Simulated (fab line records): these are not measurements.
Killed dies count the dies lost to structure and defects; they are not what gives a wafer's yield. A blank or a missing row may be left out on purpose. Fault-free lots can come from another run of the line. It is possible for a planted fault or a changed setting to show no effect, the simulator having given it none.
fab line records	flow nand-harc	part 2 of 2: steps 40 to 40 of 40
record: lots: 6	wafers: 18	last-day: 24
route steps=1159 shown A_STAIRCASE@736 A_SGD_CUT@747 END@1159
lots with no fault: from the same line, run without faults
start-h: the number of hours between the record's first day and the start of the first shown wafer of the lot	wait-h: hours since the lot's step before	" repeats the value in the row above	L1.1+2: several wafers, shown together as one row	- value missing, or start not given	* or withheld: withheld	< > ~ a bound
route shown NAME@n: NAME is a module with steps in the file, n the number in the route of the first one	usual: mean/standard deviation of fault-free wafers	same: alike in all rows	chamber/n: place in a boat	sites: the reading at each site	_std_site: standard deviation across them	_edge_site: the outer-site mean with the inner-site mean subtracted	radius-mm: for every site, how far away it sits from the centre of the wafer	mask NAME#n: copy n	behind: the most recent tool/chamber to have shaped the wafer	hold: why the lot was held/for how many hours/how that ended	device: names the non-switching transistor (n, p or np)	end of line: the same wafers' tests at the end of the route	where a step has no rows: the recipe by itself	killed: dies lost to structure and defects at the first sort, not the wafer's yield	map: shows each die of a wafer: x if killed, . if not, _ if none is there
set.NAME: the setting the step ran with; set.NAME@STEP: the setting that earlier step ran with	model.NAME: the simulator's own value behind a step, which no gauge read
lots at some steps of the route; a table a step, a row a wafer
services: from which hour (start-h, from the record's first day; less than 0 if before it) a tool's chamber was out of use, for how many hours, and why
== steps ==
step: NHARC_END_SORT_01
recipe: temp-c: 25
usual: killed-at-array: 25/7.8	killed-at-other: 0.6/0.81	killed-at-periphery: 3.3/2.2	killed-dies: 29/8.2	killed-open: 3.5/1.9	killed-short: 1.8/1.3
same: gross-dies: 677
lot.wafer	tool	chamber	start-h	wait-h	killed-at-array	killed-at-other	killed-at-periphery	killed-dies	killed-open	killed-short
L959.2	prober-02	0	447.02	2.8	15	1	3	19	1	2
L959.3	prober-02	0	447.82	3.1	674	0	3	677	3	2
L959.5	prober-02	0	449.42	3.7	16	1	2	19	3	4
L955.2	prober-01	0	447.02	2.8	24	0	3	27	6	2
L955.4	prober-01	0	448.63	3.4	34	0	4	38	3	2
L955.5	prober-01	0	449.43	3.7	22	0	3	25	1	0
L957.1	prober-01	0	454.94	2.5	23	0	7	30	3	5
L957.3	prober-01	0	456.52	3.1	672	1	4	677	1	2
L957.6	prober-01	0	458.89	4.0	673	0	4	677	5	0
L971.1	prober-02	0	548.33	2.5	19	0	2	21	2	1
L971.3	prober-02	0	549.92	3.1	25	0	5	30	5	1
L971.5	prober-02	0	551.52	3.7	10	1	5	16	3	2
L974.1	prober-02	0	557.00	2.5	21	0	2	23	2	2
L974.3	prober-02	0	558.60	3.1	29	0	0	29	2	0
L974.4	prober-02	0	559.40	3.4	25	0	1	26	0	5
L973.3	prober-01	0	568.27	3.1	28	1	6	35	6	0
L973.4	prober-01	0	569.07	3.4	21	2	5	28	7	4
L973.5	prober-01	0	569.87	3.7	19	1	2	22	1	1
killed by level:class
L959.2 A_CHANNEL_HOLE_D1:chamber-film-flake=8 A_SGD_CUT:chamber-film-flake=3 P_CONTACT:geometric-particle:open=1 P_M1:geometric-particle:short=1 A_M0:geometric-particle:short=1 P_GATE:chamber-film-flake=1 A_ZERO_WELL:chamber-film-flake=1 A_SLIT:chamber-film-flake=1
L955.2 A_CHANNEL_HOLE_D1:chamber-film-flake=8 A_SLIT:chamber-film-flake=5 A_CONTACT:geometric-particle:open=2 A_SGD_CUT:chamber-film-flake=2 P_GATE:geometric-particle:short=1 P_M2:geometric-particle:open=1 A_CHANNEL_FILL_D1:geometric-particle:open=1 A_SGD_CUT:geometric-particle:open=1
L959.3 A_SGD_CUT:area-dep=654 A_CHANNEL_HOLE_D1:chamber-film-flake=8 A_CONTACT:geometric-particle:open=2 A_ZERO_WELL:chamber-film-flake=2 A_STAIRCASE:chamber-film-flake=2 A_SGD_CUT:chamber-film-flake=2 P_M1:geometric-particle:open=1 A_CHANNEL_FILL_D1:geometric-particle:short=1
L955.4 A_CHANNEL_HOLE_D1:chamber-film-flake=14 A_SLIT:chamber-film-flake=6 A_WL_FILL:chamber-film-flake=3 A_CONTACT:chamber-film-flake=3 P_ZERO_WELL:chamber-film-flake=2 A_CHANNEL_FILL_D1:chamber-film-flake=2 P_CONTACT:geometric-particle:open=1 A_ONON_D1:geometric-particle:open=1
L959.5 A_CHANNEL_HOLE_D1:chamber-film-flake=6 A_ZERO_WELL:chamber-film-flake=2 A_STAIRCASE:chamber-film-flake=2 A_SGD_CUT:chamber-film-flake=2 P_GATE:geometric-particle:short=1 P_M0:geometric-particle:open=1 A_ONON_D1:geometric-particle:short=1 A_WL_FILL:geometric-particle:short=1
L955.5 A_CHANNEL_HOLE_D1:chamber-film-flake=8 A_SLIT:chamber-film-flake=6 A_CONTACT:chamber-film-flake=3 A_SGD_CUT:chamber-film-flake=2 P_M0:geometric-particle:open=1 P_ZERO_WELL:chamber-film-flake=1 P_STI:chamber-film-flake=1 A_CHANNEL_FILL_D1:chamber-film-flake=1
L957.1 A_SLIT:chamber-film-flake=9 A_CONTACT:chamber-film-flake=3 A_ONON_D1:geometric-particle:short=2 P_STI:chamber-film-flake=2 P_CONTACT:chamber-film-flake=2 A_CHANNEL_HOLE_D1:chamber-film-flake=2 A_WL_FILL:chamber-film-flake=2 P_CONTACT:geometric-particle:short=1
L957.3 A_SGD_CUT:area-dep=656 A_SLIT:chamber-film-flake=6 A_STAIRCASE:chamber-film-flake=3 P_STI:chamber-film-flake=2 A_WL_FILL:chamber-film-flake=2 A_CONTACT:chamber-film-flake=2 P_M1:geometric-particle:open=1 A_WL_FILL:geometric-particle:short=1
L957.6 A_SGD_CUT:area-dep=651 A_SLIT:chamber-film-flake=10 A_CONTACT:chamber-film-flake=4 P_STI:chamber-film-flake=2 A_CHANNEL_HOLE_D1:chamber-film-flake=2 A_WL_FILL:chamber-film-flake=2 P_GATE:geometric-particle:open=1 A_ONON_D1:geometric-particle:open=1
L971.1 A_CHANNEL_HOLE_D1:chamber-film-flake=5 A_CONTACT:chamber-film-flake=4 A_M0:chamber-film-flake=4 P_CONTACT:geometric-particle:open=1 P_M0:geometric-particle:open=1 A_WL_FILL:geometric-particle:short=1 A_ZERO_WELL:chamber-film-flake=1 A_STAIRCASE:chamber-film-flake=1
L971.3 A_CHANNEL_HOLE_D1:chamber-film-flake=9 A_CONTACT:chamber-film-flake=4 A_M0:chamber-film-flake=4 P_M0:chamber-film-flake=2 A_CHANNEL_HOLE_D1:geometric-particle:open=1 A_SGD_CUT:geometric-particle:short=1 A_WL_FILL:geometric-particle:open=1 A_BLC:geometric-particle:open=1
L971.5 A_STAIRCASE:chamber-film-flake=2 A_CONTACT:chamber-film-flake=2 A_M0:chamber-film-flake=2 P_GATE:geometric-particle:open=1 P_M0:geometric-particle:open=1 A_ONON_D1:geometric-particle:short=1 A_CONTACT:geometric-particle:short=1 A_M1:geometric-particle:open=1
L974.1 A_CHANNEL_HOLE_D1:chamber-film-flake=12 A_CONTACT:chamber-film-flake=2 A_BLC:chamber-film-flake=2 A_CHANNEL_FILL_D1:geometric-particle:short=1 A_CONTACT:geometric-particle:open=1 A_BLC:geometric-particle:short=1 A_BLC:geometric-particle:open=1 P_ZERO_WELL:chamber-film-flake=1
L974.3 A_CHANNEL_HOLE_D1:chamber-film-flake=18 A_CONTACT:chamber-film-flake=5 A_STAIRCASE:chamber-film-flake=3 A_CHANNEL_FILL_D1:geometric-particle:open=2 A_BLC:chamber-film-flake=1
L974.4 A_CHANNEL_HOLE_D1:chamber-film-flake=13 A_WL_FILL:geometric-particle:short=2 A_STAIRCASE:chamber-film-flake=2 A_CONTACT:chamber-film-flake=2 A_BLC:chamber-film-flake=2 A_ONON_D1:geometric-particle:short=1 A_CHANNEL_HOLE_D1:geometric-particle:short=1 A_CHANNEL_FILL_D1:geometric-particle:short=1
L973.3 A_CHANNEL_HOLE_D1:chamber-film-flake=17 A_CONTACT:chamber-film-flake=5 P_ZERO_WELL:chamber-film-flake=4 A_STAIRCASE:chamber-film-flake=2 P_CONTACT:geometric-particle:open=1 P_M0:geometric-particle:open=1 A_CHANNEL_FILL_D1:geometric-particle:open=1 A_BLC:geometric-particle:open=1
L973.4 A_CHANNEL_HOLE_D1:chamber-film-flake=7 A_STAIRCASE:chamber-film-flake=3 P_CONTACT:geometric-particle:open=2 A_CHANNEL_FILL_D1:geometric-particle:open=2 A_M0:geometric-particle:open=2 A_CONTACT:chamber-film-flake=2 A_CHANNEL_HOLE_D1:geometric-particle:short=1 A_CHANNEL_FILL_D1:geometric-particle:short=1
L973.5 A_CHANNEL_HOLE_D1:chamber-film-flake=14 P_GATE:chamber-film-flake=2 A_STAIRCASE:chamber-film-flake=2 A_WL_FILL:geometric-particle:short=1 STARTING-WAFER:geometric-particle:open=1 A_ZERO_WELL:chamber-film-flake=1 A_CONTACT:chamber-film-flake=1
map L957.3 (x killed, . not)
____________x____________
_________xxxxxxx_________
_______xxxxxxxxxxx_______
______xxxxxxxxxxxxx______
_____xxxxxxxxxxxxxxx_____
____xxxxxxxxxxxxxxxxx____
____xxxxxxxxxxxxxxxxx____
___xxxxxxxxxxxxxxxxxxx___
___xxxxxxxxxxxxxxxxxxx___
__xxxxxxxxxxxxxxxxxxxxx__
__xxxxxxxxxxxxxxxxxxxxx__
_xxxxxxxxxxxxxxxxxxxxxxx_
_xxxxxxxxxxxxxxxxxxxxxxx_
_xxxxxxxxxxxxxxxxxxxxxxx_
_xxxxxxxxxxxxxxxxxxxxxxx_
_xxxxxxxxxxxxxxxxxxxxxxx_
xxxxxxxxxxxxxxxxxxxxxxxxx
xxxxxxxxxxxxxxxxxxxxxxxxx
xxxxxxxxxxxxxxxxxxxxxxxxx
xxxxxxxxxxxxxxxxxxxxxxxxx
xxxxxxxxxxxxxxxxxxxxxxxxx
_xxxxxxxxxxxxxxxxxxxxxxx_
_xxxxxxxxxxxxxxxxxxxxxxx_
_xxxxxxxxxxxxxxxxxxxxxxx_
_xxxxxxxxxxxxxxxxxxxxxxx_
_xxxxxxxxxxxxxxxxxxxxxxx_
__xxxxxxxxxxxxxxxxxxxxx__
__xxxxxxxxxxxxxxxxxxxxx__
___xxxxxxxxxxxxxxxxxxx___
___xxxxxxxxxxxxxxxxxxx___
____xxxxxxxxxxxxxxxxx____
____xxxxxxxxxxxxxxxxx____
_____xxxxxxxxxxxxxxx_____
______xxxxxxxxxxxxx______
_______xxxxxxxxxxx_______
_________xxxxxxx_________
____________x____________
map L959.3 (x killed, . not)
____________x____________
_________xxxxxxx_________
_______xxxxxxxxxxx_______
______xxxxxxxxxxxxx______
_____xxxxxxxxxxxxxxx_____
____xxxxxxxxxxxxxxxxx____
____xxxxxxxxxxxxxxxxx____
___xxxxxxxxxxxxxxxxxxx___
___xxxxxxxxxxxxxxxxxxx___
__xxxxxxxxxxxxxxxxxxxxx__
__xxxxxxxxxxxxxxxxxxxxx__
_xxxxxxxxxxxxxxxxxxxxxxx_
_xxxxxxxxxxxxxxxxxxxxxxx_
_xxxxxxxxxxxxxxxxxxxxxxx_
_xxxxxxxxxxxxxxxxxxxxxxx_
_xxxxxxxxxxxxxxxxxxxxxxx_
xxxxxxxxxxxxxxxxxxxxxxxxx
xxxxxxxxxxxxxxxxxxxxxxxxx
xxxxxxxxxxxxxxxxxxxxxxxxx
xxxxxxxxxxxxxxxxxxxxxxxxx
xxxxxxxxxxxxxxxxxxxxxxxxx
_xxxxxxxxxxxxxxxxxxxxxxx_
_xxxxxxxxxxxxxxxxxxxxxxx_
_xxxxxxxxxxxxxxxxxxxxxxx_
_xxxxxxxxxxxxxxxxxxxxxxx_
_xxxxxxxxxxxxxxxxxxxxxxx_
__xxxxxxxxxxxxxxxxxxxxx__
__xxxxxxxxxxxxxxxxxxxxx__
___xxxxxxxxxxxxxxxxxxx___
___xxxxxxxxxxxxxxxxxxx___
____xxxxxxxxxxxxxxxxx____
____xxxxxxxxxxxxxxxxx____
_____xxxxxxxxxxxxxxx_____
______xxxxxxxxxxxxx______
_______xxxxxxxxxxx_______
_________xxxxxxx_________
____________x____________
== services ==
tool	chamber	start-h	hours	kind
rie-diel-04	1	300.78	5.4	repair
rie-diel-06	1	303.21	7.4	repair
rie-diel-07	1	304.31	1.4	repair
pecvd-04	1	311.44	4.9	repair
rie-diel-01	-	314.80	9.0	pm
rie-diel-06	-	323.32	2.1	repair
rie-diel-01	-	324.20	1.0	repair
rie-diel-04	0	324.52	15.0	repair
rie-diel-07	-	325.65	0.8	repair
rie-diel-04	1	337.27	34.0	repair
rie-diel-06	0	338.06	2.3	repair
cmp-01	-	341.36	0.2	repair
pecvd-04	2	360.62	4.0	repair
rie-diel-04	-	365.20	0.1	repair
cmp-01	-	375.68	4.0	pm
pecvd-04	-	376.12	13.0	pm
pecvd-04	-	390.34	2.2	repair
pecvd-01	-	395.33	1.6	repair
rie-diel-13	1	399.79	10.7	repair
rie-diel-07	-	405.74	9.0	pm
pecvd-01	-	418.24	13.0	pm
rie-diel-06	-	418.58	9.0	pm
rie-diel-04	0	435.65	15.3	repair
rie-diel-04	1	436.70	2.2	repair
== key ==
first-sign: step: NHARC_END_SORT_01	reading: killed-at-array	direction: up	sigmas: 83	usual: 25	struck: 673
effect: step: NHARC_END_SORT_01	reading: killed-dies	direction: up	sigmas: 79	usual: 29	struck: 677
more-kills-born-at: NHARC_A_SGD_CUT_DEP_00@pecvd-04: 1961
met-at NHARC_A_SGD_CUT_DEP_00
struck-wafers L957.3,L957.6,L959.3
later-rows-left-out L957.3,L957.6,L959.3
tester-left-out L957,L959
onset-between 318.72 327.12
fault: kind: process-parameter-drift	tool: pecvd-04	chamber: 0	onset-h: 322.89	steps: NHARC_A_SGD_CUT_DEP_00	channel: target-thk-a	offset: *	shape: step	end-h: 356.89	acts-in: *	stated: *
tester-left-out: of these lots the tester's yield and bins aren't shown, on N5 and GAA mostly nor the transistor test; their killed dies are dies lost to structure and defects alone, not to doping, threshold or leakage, so they don't give the yield
later-rows-left-out: the simulator's readings of these wafers behind a module that went badly wrong aren't trusted and aren't shown, but for the sort
